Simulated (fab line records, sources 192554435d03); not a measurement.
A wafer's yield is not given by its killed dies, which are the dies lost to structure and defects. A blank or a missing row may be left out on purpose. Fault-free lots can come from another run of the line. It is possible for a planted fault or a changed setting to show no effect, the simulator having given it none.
Chamber matching | flow n5-finfet | N5_BEOL_M8_DESCUM_16 on rie-diel-01: 4 sister chambers
The step chemistry O2, time 7.9 s. 16 wafers are shown with their chamber, then 8 later ones without.

== WAFERS, EACH WITH ITS CHAMBER ==
wafer  | chamber | throttle-valve-pct (%) | showerhead-plenum-p-Torr (Torr) | oes-product-au (a.u.)
L077.4 | 3       | 20.75                  | 2.10                            | 0.76
L077.5 | 1       | 20.66                  | 2.22                            | 0.86
L077.6 | 2       | 19.94                  | 2.09                            | 0.79
L079.1 | 2       | 19.95                  | 2.09                            | 0.79
L079.2 | 1       | 20.65                  | 2.22                            | 0.86
L079.3 | 3       | 20.77                  | 2.10                            | 0.76
L078.2 | 2       | 19.95                  | 2.09                            | 0.78
L078.4 | 0       | 20.10                  | 2.21                            | 0.98
L078.5 | 3       | 20.78                  | 2.10                            | 0.76
L083.1 | 2       | 19.97                  | 2.08                            | 0.78
L083.3 | 3       | 20.79                  | 2.10                            | 0.75
L083.4 | 0       | 20.12                  | 2.21                            | 0.96
L082.1 | 3       | 20.79                  | 2.10                            | 0.74
L082.4 | 3       | 20.80                  | 2.10                            | 0.76
L082.6 | 1       | 20.66                  | 2.21                            | 0.83
L088.3 | 2       | 19.99                  | 2.08                            | 0.77

SIGNATURES (means of the wafers above)
reading                  | chamber 0 | chamber 1 | chamber 2 | chamber 3 | scatter within a chamber
throttle-valve-pct       | 20.1100   | 20.6567   | 19.9600   | 20.7800   | 0.017
showerhead-plenum-p-Torr | 2.2100    | 2.2167    | 2.0860    | 2.1000    | 0.00394
oes-product-au           | 0.9700    | 0.8500    | 0.7820    | 0.7550    | 0.0109
Rule: a wafer's distance from a chamber is the root of the sum, over the readings, of the square of ((its reading less the chamber's mean) divided by the reading's scatter). The wafer belongs to the nearest chamber; if the next one is less than 2 further off, it can't be placed. The scatter: the root of (the sum of the squares of (reading less its chamber's mean) over the shown wafers, divided by (wafers less chambers)).

== WAFERS WHOSE CHAMBER IS MISSING ==
wafer  | throttle-valve-pct (%) | showerhead-plenum-p-Torr (Torr) | oes-product-au (a.u.)
L088.4 | 20.12                  | 2.20                            | 0.92
L088.5 | 20.82                  | 2.09                            | 0.74
L093.2 | 20.72                  | 2.20                            | 0.80
L093.4 | 20.82                  | 2.09                            | 0.72
L093.6 | 20.72                  | 2.20                            | 0.80
L094.2 | 20.16                  | 2.20                            | 0.91
L094.3 | 20.84                  | 2.09                            | 0.72
L094.5 | 20.00                  | 2.07                            | 0.75

== EACH ONE'S CHAMBER ==
wafer  | from the rows above | in truth
L088.4 | 0                   | 0
L088.5 | 3                   | 3
L093.2 | 1                   | 1
L093.4 | 3                   | 3
L093.6 | 1                   | 1
L094.2 | 0                   | 0
L094.3 | 3                   | 3
L094.5 | 2                   | 2
Correctly placed: 8 of 8. Not placeable from these rows: 0. 0 placed wrongly.
